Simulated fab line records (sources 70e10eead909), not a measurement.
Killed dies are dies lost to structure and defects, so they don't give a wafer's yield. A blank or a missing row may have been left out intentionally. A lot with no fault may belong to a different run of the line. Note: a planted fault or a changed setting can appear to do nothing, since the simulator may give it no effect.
fab line records -- flow nand_harc
[record] lots = 12, wafers = 36, last_day = 33
route steps=1302 shown A_CHANNEL_HOLE_D2@595 A_CHANNEL_FILL_D2@612 END@1302
lots that met no fault: from a run of the same line without faults
start_h: start of the lot's first displayed wafer, in hours after the record's first day -- wait_h: hours from the lot's prior step to this one -- " unchanged from the row above -- L1.1+2: several wafers, shown together as one row -- - either no value or no given start -- * or withheld: withheld -- < > ~ a bound
route shown NAME@n: NAME is a module with steps in the file, n the number in the route of the first one -- usual: average and standard deviation across the fault-free wafers -- same: alike in all rows -- chamber/n: place in a boat -- sites: each site's reading -- _std_site: standard deviation of those values -- _edge_site: inner sites' mean taken away from outer sites' mean -- radius_mm: how far each site lies from the wafer's centre -- mask NAME#n: copy n -- behind: the last tool/chamber to shape the wafer -- hold: cause of the lot's hold/its duration in hours/its outcome -- device: which transistor (n, p or np) failed to switch -- end of line: the route-end tests of the same wafers -- a step without rows: its recipe alone -- killed: not the wafer's yield, but the dies lost to structure and defects at the first sort -- map: per-die view of a wafer (x killed, . not killed, _ where there is no die)
set.NAME: the setting the step ran with; set.NAME@STEP: the setting that earlier step ran with -- model.NAME: the simulator's own value behind a step, which no gauge read
one table for each step of the route and one row for each wafer, over a sample of lots
services: when a tool's chamber went out of use (start_h, in hours from the record's first day, below 0 if earlier), for how many hours, and the reason
[[steps]]
[step NHARC_A_CHANNEL_HOLE_D2_ETCH_23]
[recipe] bias_v = 5000, source_w = withheld, pressure_mtorr = 20, time_s = 819, ar_flow_sccm = 375, c4f8_flow_sccm = 89.3, o2_flow_sccm = 35.7, temp_c = -20, target_depth_a = 16000, chemistry = C4F8/O2/Ar
[usual] drypump_motor_current_A = 5.5/0.44, oes_air_line_au = 0.997/0.017, showerhead_plenum_p_Torr = 3.67/0.12, throttle_valve_pct = 32.154/0.0098
lot.wafer,tool,chamber,start_h,wait_h,drypump_motor_current_A,oes_air_line_au,rf_hours_counter_h,showerhead_plenum_p_Torr,throttle_valve_pct
L587.1,har_etch-01,1,291.20,0.5,6.0,1.046,157,3.59,32.160
L587.2,har_etch-01,0,291.20,0.5,4.8,1.006,157,3.70,32.157
L587.5,har_etch-01,0,291.20,0.5,4.8,0.974,-,3.70,32.154
L589.3,har_etch-02,0,310.35,0.5,5.5,0.997,-,3.55,32.156
L589.4,har_etch-02,1,310.35,0.5,5.5,1.005,-,3.72,32.158
L589.5,har_etch-02,1,310.35,0.5,5.5,0.981,-,3.72,32.180
L593.3,har_etch-01,1,351.88,0.5,6.0,1.000,-,3.57,32.167
L593.5,har_etch-01,0,351.88,0.5,4.8,1.001,-,3.68,32.152
L593.6,har_etch-01,1,351.88,0.5,6.0,1.003,-,3.57,32.177
L596.2,har_etch-01,0,372.92,0.5,4.8,1.028,203,3.67,32.160
L596.4,har_etch-01,1,372.92,0.5,6.0,0.949,-,3.56,32.150
L596.6,har_etch-01,0,372.92,0.5,4.8,0.994,-,3.67,32.159
L598.4,har_etch-01,0,398.93,0.5,4.8,1.003,-,3.66,32.147
L598.6,har_etch-01,0,398.93,0.5,4.8,0.990,-,3.66,32.137
L598.5,har_etch-01,1,398.93,0.5,6.1,1.023,-,3.55,32.167
L599.4,har_etch-02,0,409.54,0.5,5.6,0.979,-,3.93,32.140
L599.3,har_etch-02,1,409.54,0.5,5.5,1.014,-,3.70,32.169
L599.6,har_etch-02,0,409.54,0.5,5.5,0.987,-,3.93,32.153
L600.2,har_etch-02,0,431.40,0.5,5.6,0.951,17,3.92,32.164
L600.5,har_etch-02,0,431.40,0.5,5.6,0.989,-,3.92,32.180
L600.6,har_etch-02,1,431.40,0.5,5.5,1.004,-,3.69,32.156
L601.1,har_etch-02,0,443.44,0.5,5.6,0.997,24,3.92,32.163
L601.4,har_etch-02,1,443.44,0.5,5.4,1.000,-,3.69,32.155
L601.5,har_etch-02,1,443.44,0.5,5.5,1.036,-,3.69,32.153
L602.1,har_etch-01,1,443.65,0.5,6.0,0.997,244,3.54,32.158
L602.3,har_etch-01,1,443.65,0.5,6.1,1.002,-,3.54,32.163
L602.6,har_etch-01,0,443.65,0.5,4.8,0.968,-,3.65,32.158
L608.2,har_etch-02,0,508.16,0.5,5.6,1.000,67,3.89,32.149
L608.3,har_etch-02,1,508.16,0.5,5.5,1.020,-,3.66,32.153
L608.5,har_etch-02,1,508.16,0.5,5.5,1.043,-,3.66,32.157
L610.4,har_etch-02,1,531.24,0.5,5.5,1.012,-,3.66,32.167
L610.3,har_etch-02,0,531.24,0.5,5.6,0.998,-,3.89,32.152
L610.6,har_etch-02,1,531.24,0.5,5.5,0.995,-,3.66,32.138
L609.3,har_etch-01,0,532.87,0.5,4.8,0.980,-,3.62,32.151
L609.6,har_etch-01,1,532.87,0.5,6.1,0.993,-,3.51,32.155
L609.5,har_etch-01,0,532.87,0.5,4.8,1.002,-,3.62,32.165
[step NHARC_A_CHANNEL_FILL_D2_ALD_02]
[recipe] target_thk_a = 60, pulse_time_s = 10, ald_cycles = 60, temp_c = 300, material = SiO2
[usual] heater_power_w = 471/50, precursor_pulse_height_rel = 1.000/0.02
lot.wafer,tool,chamber,start_h,wait_h,heater_power_w,precursor_pulse_height_rel
L587.2,ald_hk-01,3,295.69,-,539,1.022
L587.1,ald_hk-01,2,295.69,-,453,1.024
L587.5,ald_hk-01,3,295.69,-,534,1.031
L589.3,ald_hk-01,0,314.65,-,527,0.969
L589.4,ald_hk-01,2,314.65,-,462,0.975
L589.5,ald_hk-01,1,314.65,-,451,1.010
L593.3,ald_hk-03,2,356.23,-,463,1.036
L593.6,ald_hk-03,3,356.23,-,395,1.002
L593.5,ald_hk-03,0,356.23,-,452,0.993
L596.2,ald_hk-03,1,377.51,-,567,1.006
L596.4,ald_hk-03,2,377.51,-,451,1.003
L596.6,ald_hk-03,0,377.51,-,445,0.991
L598.4,ald_hk-01,2,403.23,-,462,1.001
L598.5,ald_hk-01,2,403.23,-,472,1.002
L598.6,ald_hk-01,3,403.23,-,527,0.962
L599.3,ald_hk-04,2,416.73,-,467,0.977
L599.4,ald_hk-04,0,416.73,-,512,1.001
L599.6,ald_hk-04,3,416.73,-,451,0.999
L600.2,ald_hk-03,0,437.86,-,439,1.005
L600.5,ald_hk-03,2,437.86,-,459,0.998
L600.6,ald_hk-03,3,437.86,-,423,1.001
L601.1,ald_hk-04,0,447.78,-,514,0.998
L601.4,ald_hk-04,3,447.78,-,440,1.017
L601.5,ald_hk-04,1,447.78,-,378,0.989
L602.1,ald_hk-03,3,448.10,-,406,0.969
L602.3,ald_hk-03,1,448.10,-,550,0.992
L602.6,ald_hk-03,3,448.10,-,420,0.965
L608.2,ald_hk-01,2,512.51,-,431,1.009
L608.3,ald_hk-01,0,512.51,-,547,1.035
L608.5,ald_hk-01,2,512.51,-,437,0.989
L610.4,ald_hk-03,1,535.48,-,553,1.019
L610.3,ald_hk-03,3,535.48,-,438,0.985
L610.6,ald_hk-03,1,535.48,-,556,1.009
L609.3,ald_hk-04,0,537.13,-,526,0.977
L609.5,ald_hk-04,2,537.13,-,449,0.997
L609.6,ald_hk-04,3,537.13,-,454,1.033
[step NHARC_A_CHANNEL_FILL_D2_ETCHBACK_20]
[recipe] target_depth_a = 270, time_s = 13.5, c4f8_flow_sccm = withheld, o2_flow_sccm = 8, ar_flow_sccm = withheld, rf_w = 600, bias_w = 1500, chemistry = C4F8/O2/Ar
[usual] bias_w = 1500/4.8, chamber_pressure_mTorr = 24.999/0.023, oes_product_au = 0.985/0.023, rf_vpp_V = 980/4.5
lot.wafer,tool,chamber,start_h,wait_h,bias_w,chamber_pressure_mTorr,oes_product_au,rf_hours_counter_h,rf_vpp_V
L587.2,rie_diel-13,1,323.43,-,1498,24.988,0.978,25,979
L587.1,rie_diel-13,2,323.43,-,1511,25.039,0.983,23,975
L587.5,rie_diel-13,0,323.43,-,1499,24.998,1.003,-,981
L589.3,rie_diel-13,0,340.47,-,1507,24.978,1.013,27,981
L589.4,rie_diel-13,1,340.47,-,1500,24.987,1.003,26,978
L589.5,rie_diel-13,3,340.47,-,1499,24.979,0.997,-,988
L593.3,rie_diel-02,2,378.87,-,1501,25.004,0.949,3,986
L593.5,rie_diel-02,0,378.87,-,1492,24.993,0.950,-,974
L593.6,rie_diel-02,1,378.87,-,1507,25.001,0.947,-,984
L596.4,rie_diel-06,0,401.16,-,1495,25.010,0.997,2,982
L596.2,rie_diel-06,3,401.16,-,1498,25.031,0.992,2,980
L596.6,rie_diel-06,0,401.16,-,1495,24.985,1.001,-,980
L598.4,rie_diel-02,3,428.75,-,1504,24.989,0.976,1,981
L598.5,rie_diel-02,1,428.75,-,1507,24.987,0.964,-,984
L598.6,rie_diel-02,2,428.75,-,1500,24.936,0.983,-,987
L599.3,rie_diel-02,1,440.90,-,1504,25.000,0.976,1,983
L599.4,rie_diel-02,3,440.90,-,1500,25.014,0.992,1,983
L599.6,rie_diel-02,1,440.90,-,1503,25.020,0.970,-,984
L600.2,rie_diel-02,0,461.48,-,1499,25.015,0.939,2,972
L600.5,rie_diel-02,0,461.48,-,1495,25.017,0.927,-,974
L600.6,rie_diel-02,1,461.48,-,1498,25.023,0.925,-,985
L601.1,rie_diel-02,0,471.98,-,1502,25.008,1.004,2,974
L601.5,rie_diel-02,0,471.98,-,1500,24.982,0.991,-,974
L601.4,rie_diel-02,2,471.98,-,1502,24.984,1.003,-,988
L602.3,rie_diel-06,1,471.98,-,1504,24.980,0.991,4,972
L602.1,rie_diel-06,2,471.98,-,1497,24.991,0.981,4,979
L602.6,rie_diel-06,0,471.98,-,1501,24.992,0.987,-,982
L608.3,rie_diel-02,0,537.27,-,1500,24.985,1.004,4,974
L608.2,rie_diel-02,1,537.27,-,1495,25.009,0.968,3,984
L608.5,rie_diel-02,2,537.27,-,1503,25.027,1.009,-,987
L610.3,rie_diel-06,0,559.75,-,1497,25.020,0.996,2,982
L610.4,rie_diel-06,2,559.75,-,1498,24.976,1.001,2,979
L610.6,rie_diel-06,0,559.75,-,1496,25.005,0.999,-,983
L609.3,rie_diel-02,1,559.77,-,1498,25.003,0.969,4,983
L609.6,rie_diel-02,3,559.77,-,1502,25.016,0.987,-,980
L609.5,rie_diel-02,0,559.77,-,1501,25.018,0.997,-,975
[step NHARC_A_CHANNEL_FILL_D2_ETCHBACK_08]
[recipe] target_depth_a = 2200, time_s = 110, c4f8_flow_sccm = 20, ar_flow_sccm = withheld, rf_w = 600, bias_w = 300, chemistry = C4F8
[usual] chamber_pressure_mTorr = 24.999/0.023, oes_product_au = 0.96/0.036, rf_vpp_V = 441.4/2
lot.wafer,tool,chamber,start_h,wait_h,chamber_pressure_mTorr,oes_product_au,rf_hours_counter_h,rf_vpp_V
L587.2,rie_diel-02,2,340.52,-,25.064,1.00,3,444.3
L587.1,rie_diel-02,3,340.52,-,24.991,0.99,3,442.7
L587.5,rie_diel-02,2,340.52,-,25.011,1.01,-,443.9
L589.4,rie_diel-02,1,357.80,-,25.017,0.91,3,444.2
L589.3,rie_diel-02,2,357.80,-,24.992,0.94,3,444.3
L589.5,rie_diel-02,3,357.80,-,24.989,0.93,-,441.1
L593.3,rie_diel-13,2,397.09,-,25.045,0.98,9,439.5
L593.5,rie_diel-13,1,397.09,-,25.040,0.98,-,441.0
L593.6,rie_diel-13,2,397.09,-,25.003,0.98,-,439.4
L596.2,rie_diel-06,0,418.54,-,25.015,0.92,3,442.3
L596.4,rie_diel-06,3,418.54,-,24.999,0.92,3,442.3
L596.6,rie_diel-06,1,418.54,-,24.991,0.92,-,438.0
L598.4,rie_diel-02,1,445.54,-,24.990,0.90,2,443.3
L598.5,rie_diel-02,0,445.54,-,24.981,0.93,-,439.2
L598.6,rie_diel-02,1,445.54,-,24.981,0.90,-,443.9
L599.4,rie_diel-06,0,458.55,-,25.058,1.00,4,442.7
L599.3,rie_diel-06,1,458.55,-,24.990,1.01,3,439.2
L599.6,rie_diel-06,3,458.55,-,25.015,0.99,-,440.9
L600.2,rie_diel-06,1,479.05,-,-,-,-,-
L600.6,rie_diel-06,2,479.05,-,-,-,-,-
L600.5,rie_diel-06,3,479.05,-,-,-,-,-
L601.1,rie_diel-02,0,489.39,-,-,-,-,-
L601.4,rie_diel-02,3,489.39,-,-,-,-,-
L601.5,rie_diel-02,0,489.39,-,-,-,-,-
L602.3,rie_diel-13,2,489.42,-,-,-,-,-
L602.1,rie_diel-13,0,489.42,-,-,-,-,-
L602.6,rie_diel-13,2,489.42,-,-,-,-,-
L608.2,rie_diel-06,1,554.33,-,25.004,1.02,2,438.6
L608.3,rie_diel-06,2,554.33,-,25.014,1.00,2,441.1
L608.5,rie_diel-06,3,554.33,-,24.980,0.99,-,441.9
L609.3,rie_diel-06,1,576.77,-,24.977,1.00,2,438.8
L609.5,rie_diel-06,2,576.77,-,24.965,0.99,-,442.0
L609.6,rie_diel-06,3,576.77,-,25.026,0.97,-,439.9
L610.3,rie_diel-06,3,576.81,-,24.985,0.91,2,441.4
L610.4,rie_diel-06,1,576.81,-,24.963,0.93,2,438.4
L610.6,rie_diel-06,0,576.81,-,24.952,0.93,-,441.5
[step NHARC_END_SORT_01]
[recipe] temp_c = 25
[usual] killed_at_array = 57/19, killed_at_other = 0.9/1.1, killed_at_periphery = 4.0/2.6, killed_dies = 62/19, killed_open = 3.3/1.8, killed_short = 2.4/1.7
[same] gross_dies = 677
lot.wafer,tool,chamber,start_h,wait_h,killed_at_array,killed_at_other,killed_at_periphery,killed_dies,killed_open,killed_short
L600.2,prober-01,0,687.69,2.8,674,0,3,677,2,0
L600.5,prober-01,0,690.08,3.7,671,1,5,677,5,4
L600.6,prober-01,0,690.87,4.0,671,1,5,677,0,1
L602.1,prober-02,0,710.92,2.5,674,1,2,677,2,4
L602.3,prober-02,0,712.50,3.1,675,1,1,677,2,1
L602.6,prober-02,0,714.86,3.9,673,0,4,677,7,2
L601.1,prober-01,0,714.46,2.5,669,3,5,677,5,0
L601.4,prober-01,0,716.86,3.4,673,2,2,677,5,2
L601.5,prober-01,0,717.66,3.7,671,5,1,677,1,1
// killed by level:class
L600.2 A_CHANNEL_FILL_D2:area_etchback=631 A_CHANNEL_HOLE_D1:chamber_film_flake=22 A_SLIT:chamber_film_flake=11 A_STAIRCASE:chamber_film_flake=4 A_ZERO_WELL:chamber_film_flake=3 A_WL_FILL:chamber_film_flake=2 P_BONDPAD:geometric_particle:open=1 A_CHANNEL_FILL_D2:geometric_particle:open=1
L600.5 A_CHANNEL_FILL_D2:area_etchback=619 A_CHANNEL_HOLE_D1:chamber_film_flake=27 A_SLIT:chamber_film_flake=16 P_GATE:chamber_film_flake=2 P_GATE:geometric_particle:short=1 A_ONON_D1:geometric_particle:short=1 A_CHANNEL_FILL_D1:geometric_particle:short=1 A_ONON_D2:geometric_particle:open=1
L600.6 A_CHANNEL_FILL_D2:area_etchback=608 A_SLIT:chamber_film_flake=30 A_CHANNEL_HOLE_D1:chamber_film_flake=29 P_GATE:chamber_film_flake=3 P_STI:chamber_film_flake=1 P_M2:chamber_film_flake=1 STARTING-WAFER:geometric_particle:short=1 A_DECK1_JOINT:chamber_film_flake=1
L602.1 A_CHANNEL_FILL_D2:area_etchback=591 A_CHANNEL_HOLE_D1:chamber_film_flake=29 A_SLIT:chamber_film_flake=27 A_CHANNEL_HOLE_D2:chamber_film_flake=14 A_M1:chamber_film_flake=4 A_CONTACT:chamber_film_flake=3 P_CONTACT:geometric_particle:short=1 P_CONTACT:geometric_particle:open=1
L602.3 A_CHANNEL_FILL_D2:area_etchback=596 A_SLIT:chamber_film_flake=36 A_CHANNEL_HOLE_D1:chamber_film_flake=25 A_CHANNEL_HOLE_D2:chamber_film_flake=8 A_STAIRCASE:chamber_film_flake=3 A_CONTACT:chamber_film_flake=2 A_M1:chamber_film_flake=2 P_M0:geometric_particle:open=1
L601.1 A_CHANNEL_FILL_D2:area_etchback=653 A_CHANNEL_HOLE_D1:chamber_film_flake=5 A_CONTACT:chamber_film_flake=3 P_ZERO_WELL:chamber_film_flake=2 A_SLIT:chamber_film_flake=2 THIN_TSV:chamber_film_flake=2 P_M0:geometric_particle:open=1 A_DECK1_JOINT:geometric_particle:open=1
L602.6 A_CHANNEL_FILL_D2:area_etchback=597 A_CHANNEL_HOLE_D1:chamber_film_flake=31 A_SLIT:chamber_film_flake=20 A_CHANNEL_HOLE_D2:chamber_film_flake=12 A_ONON_D2:geometric_particle:open=3 A_STAIRCASE:chamber_film_flake=2 A_CONTACT:chamber_film_flake=2 P_GATE:geometric_particle:short=1
L601.4 A_CHANNEL_FILL_D2:area_etchback=653 A_CHANNEL_HOLE_D1:chamber_film_flake=9 A_CHANNEL_FILL_D2:geometric_particle:open=2 A_SLIT:chamber_film_flake=2 A_M1:chamber_film_flake=2 THIN_TSV:chamber_film_flake=2 P_CONTACT:geometric_particle:open=1 A_ONON_D1:geometric_particle:short=1
L601.5 A_CHANNEL_FILL_D2:area_etchback=649 A_CHANNEL_HOLE_D1:chamber_film_flake=8 THIN_TSV:chamber_film_flake=5 A_SLIT:chamber_film_flake=4 A_CONTACT:chamber_film_flake=4 A_WL_FILL:chamber_film_flake=2 A_CHANNEL_HOLE_D1:geometric_particle:open=1 A_ONON_D2:geometric_particle:short=1
[[services]]
tool,chamber,start_h,hours,kind
rie_diel-06,1,278.61,11.6,repair
rie_diel-13,0,297.15,2.9,repair
ald_hk-01,-,301.55,10.0,pm
rie_diel-06,-,307.20,9.0,pm
rie_diel-13,-,342.00,9.0,pm
rie_diel-13,2,375.37,4.1,repair
har_etch-02,-,377.87,17.0,pm
rie_diel-06,0,389.94,2.6,repair
rie_diel-02,-,393.70,9.0,pm
ald_hk-03,-,394.66,10.0,pm
rie_diel-06,1,437.12,7.5,repair
rie_diel-02,1,465.87,12.9,repair
ald_hk-01,-,479.55,10.0,pm
rie_diel-06,-,484.20,9.0,pm
rie_diel-13,0,497.47,1.3,repair
rie_diel-06,-,510.93,0.2,repair
rie_diel-02,0,517.69,2.9,repair
rie_diel-13,-,519.00,9.0,pm
rie_diel-13,0,533.95,6.5,repair
rie_diel-06,1,537.73,5.8,repair
rie_diel-02,2,548.53,1.3,repair
rie_diel-13,1,565.20,13.9,repair
rie_diel-02,-,570.70,9.0,pm
ald_hk-03,-,574.74,10.0,pm
[[key]]
[first_sign] step = NHARC_A_CHANNEL_FILL_D2_ETCHBACK_08, reading = tool_record, direction = missing
[effect] step = NHARC_END_SORT_01, reading = killed_dies, direction = up, sigmas = 33, usual = 62, struck = 677
[more_kills_born_at] NHARC_A_CHANNEL_FILL_D2_ETCHBACK_08@rie_diel-02 = 1955, NHARC_A_CHANNEL_FILL_D2_ETCHBACK_08@rie_diel-06 = 1858, NHARC_A_CHANNEL_FILL_D2_ETCHBACK_08@rie_diel-13 = 1784
met_at NHARC_A_CHANNEL_FILL_D2_ETCHBACK_08
struck_lots L600,L601,L602
later_rows_left_out L600.2,L600.5,L600.6,L601.1,L601.4,L601.5,L602.1,L602.3,L602.6
tester_left_out L600,L601,L602
not_acting_at NHARC_A_CHANNEL_HOLE_D2_ETCH_23,NHARC_A_CHANNEL_FILL_D2_ALD_02,NHARC_A_CHANNEL_FILL_D2_ETCHBACK_20
onset_between 458.55 479.05
[fault] kind = skipped_step_whole, tool = rie_diel-02,rie_diel-06,rie_diel-13, chamber = -, onset_h = 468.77, steps = NHARC_A_CHANNEL_FILL_D2_ETCHBACK_08, scope = struck_lots_only
// tester_left_out: of these lots the tester's yield and bins aren't shown, on N5 and GAA mostly nor the transistor test; their killed dies are dies lost to structure and defects alone, not to doping, threshold or leakage, so they don't give the yield
// later_rows_left_out: the simulator's readings of these wafers behind a module that went badly wrong aren't trusted and aren't shown, but for the sort
